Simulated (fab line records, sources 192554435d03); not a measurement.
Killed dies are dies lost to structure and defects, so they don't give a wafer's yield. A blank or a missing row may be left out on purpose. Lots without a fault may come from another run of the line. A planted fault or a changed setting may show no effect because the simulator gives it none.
Chamber matching | flow n5_finfet | N5_BEOL_M8_STRIP_19 on rie_diel-01: 4 sister chambers
The step strips in O2. 16 wafers are shown with their chamber, then 8 later ones without.

WAFERS WITH THEIR CHAMBER
wafer  | chamber | throttle_valve_pct (%) | showerhead_plenum_p_Torr (Torr) | drypump_motor_current_A (A)
L075.1 | 0       | 16.73                  | 2.25                            | 6.2
L075.3 | 2       | 17.26                  | 2.20                            | 5.7
L075.5 | 3       | 16.71                  | 2.07                            | 5.8
L080.4 | 1       | 16.22                  | 2.16                            | 6.5
L080.5 | 2       | 17.28                  | 2.19                            | 5.7
L080.6 | 1       | 16.24                  | 2.16                            | 6.6
L082.2 | 1       | 16.25                  | 2.16                            | 6.5
L082.4 | 3       | 16.73                  | 2.07                            | 5.7
L082.5 | 0       | 16.75                  | 2.24                            | 6.3
L081.3 | 3       | 16.73                  | 2.07                            | 5.7
L081.5 | 2       | 17.29                  | 2.19                            | 5.7
L081.6 | 3       | 16.74                  | 2.07                            | 5.7
L090.1 | 0       | 16.78                  | 2.23                            | 6.3
L090.3 | 2       | 17.31                  | 2.19                            | 5.7
L090.6 | 3       | 16.76                  | 2.06                            | 5.7
L089.1 | 2       | 17.30                  | 2.19                            | 5.7

SIGNATURES (means of the wafers above)
reading                  | chamber 0 | chamber 1 | chamber 2 | chamber 3 | scatter within a chamber
throttle_valve_pct       | 16.7533   | 16.2367   | 17.2880   | 16.7340   | 0.0194
showerhead_plenum_p_Torr | 2.2400    | 2.1600    | 2.1920    | 2.0680    | 0.00548
drypump_motor_current_A  | 6.267     | 6.533     | 5.700     | 5.720     | 0.0422
Rule: a wafer's distance from a chamber is the root of the sum, over the readings, of the square of ((its reading less the chamber's mean) divided by the reading's scatter). The wafer belongs to the nearest chamber; if the next one is less than 2 further off, it can't be placed. The scatter: the root of (the sum of the squares of (reading less its chamber's mean) over the shown wafers, divided by (wafers less chambers)).

WAFERS WITHOUT THEIR CHAMBER
wafer  | throttle_valve_pct (%) | showerhead_plenum_p_Torr (Torr) | drypump_motor_current_A (A)
L089.5 | 17.31                  | 2.19                            | 5.7
L089.6 | 16.26                  | 2.16                            | 6.5
L093.1 | 17.32                  | 2.19                            | 5.7
L093.3 | 16.79                  | 2.23                            | 6.3
L093.4 | 16.27                  | 2.15                            | 6.6
L092.1 | 16.77                  | 2.06                            | 5.7
L092.2 | 16.26                  | 2.15                            | 6.5
L092.3 | 17.32                  | 2.18                            | 5.7

WHICH CHAMBER EACH WENT THROUGH
wafer  | from the rows above | in truth
L089.5 | 2                   | 2
L089.6 | 1                   | 1
L093.1 | 2                   | 2
L093.3 | 0                   | 0
L093.4 | 1                   | 1
L092.1 | 3                   | 3
L092.2 | 1                   | 1
L092.3 | 2                   | 2
Placed correctly: 8 of 8. Can't be placed from these rows: 0. Placed wrongly: 0.
